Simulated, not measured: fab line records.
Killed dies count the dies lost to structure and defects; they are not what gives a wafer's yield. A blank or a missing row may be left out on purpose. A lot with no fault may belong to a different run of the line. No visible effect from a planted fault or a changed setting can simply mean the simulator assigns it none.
Code-filled problem report in 8D (eight disciplines) form / flow nandHarc / the parts of the form that need people (team, actions taken, sign-off) are left out

== 1. WHAT IS WRONG ==
Mean of killedAtArray at NHARC_END_SORT_01: 673 across 6 wafers in 2 lots; on wafers with no fault it is 29 (standard deviation 8.4). Relative to the usual mean, that is a shift of +77 standard deviations.
First seen on wafer L380.1, day 22 07:05, on prober-02. The record has a number at this step for 6 wafers belonging to 2 lots. By rule, "out" or "out of limits" means more than 4 standard deviations away from the usual mean. The rest of the wafers with a number are treated as sound.

== 2. WHAT THIS IS AND IS NOT ==
question=which readings at this step; is=killedAtArray, killedDies; is not=killedAtOther, killedAtPeriphery, killedOpen, killedShort
question=which lots; is=L380, L384; is not=-
question=which wafers of those lots; is=all that have a number; is not=-
question=read on which gauges; is=prober-02; is not=-
question=when; is=from day 22 07:05; is not=up to then (0 sound wafers)

== 3. SUSPECTS, AND WHAT RULES EACH OUT ==
Counting: a tool at a process step up to the reading stays a suspect if it ran every lot that is out and no sound lot after the first of them.
- the gauge at NHARC_END_SORT_01: kept. All the wafers that are out were read on prober-02, and no step on other tools shows them out.
- pecvd-04 at NHARC_A_STAIRCASE_DEP_301 (deposits SiON, target thk 30 nm): kept. It ran every lot that is out, first L380 (day 13 19:28), and no sound lot after that.
Remaining after the count are pecvd-04 at NHARC_A_STAIRCASE_DEP_301 and prober-02 at NHARC_END_SORT_01.

== 4. THE CAUSE (what the simulator had put in) ==
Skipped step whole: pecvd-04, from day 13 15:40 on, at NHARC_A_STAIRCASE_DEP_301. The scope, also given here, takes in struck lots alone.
2 suspects survive the count, and this tool is in that group.

== 5. SEQUENCE OF EFFECTS, ordered by route ==
Rows list readings where the struck wafers' mean (over those with a number) sits beyond 3 standard deviations from the usual. Only readings whose record carries a usual standard deviation are examined. hours: median over the lots of the time between each lot's start at the first step of this table that gives one and its start at this step. sigmas: the change, counted in usual standard deviations.
hours=0; step=NHARC_END_SORT_01; reading=killedAtArray; usual=29; on struck wafers=673; change=+644; sigmas=+77
hours=0; step=NHARC_END_SORT_01; reading=killedDies; usual=33; on struck wafers=677; change=+644; sigmas=+72
Readings that are blank on the struck wafers while sound wafers have them: chamberPressureTorr at NHARC_A_STAIRCASE_DEP_301; heaterPowerOuterW at NHARC_A_STAIRCASE_DEP_301; heaterPowerW at NHARC_A_STAIRCASE_DEP_301.

== 6. WHAT WOULD HAVE CAUGHT IT SOONER ==
207 hours passed between the start of the fault at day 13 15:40 and the first reading out of limits at a measuring or inspecting step in this record, taken at day 22 07:05.
At NHARC_A_STAIRCASE_DEP_301 the tool's readings are blank on the struck wafers, where sound wafers have them: an empty tool record is the first sign, and it was there at once.
By day 22 07:05, every lot that is out (2) had started NHARC_A_STAIRCASE_DEP_301 on pecvd-04. None of them would have been spared by holding the tool at that moment.
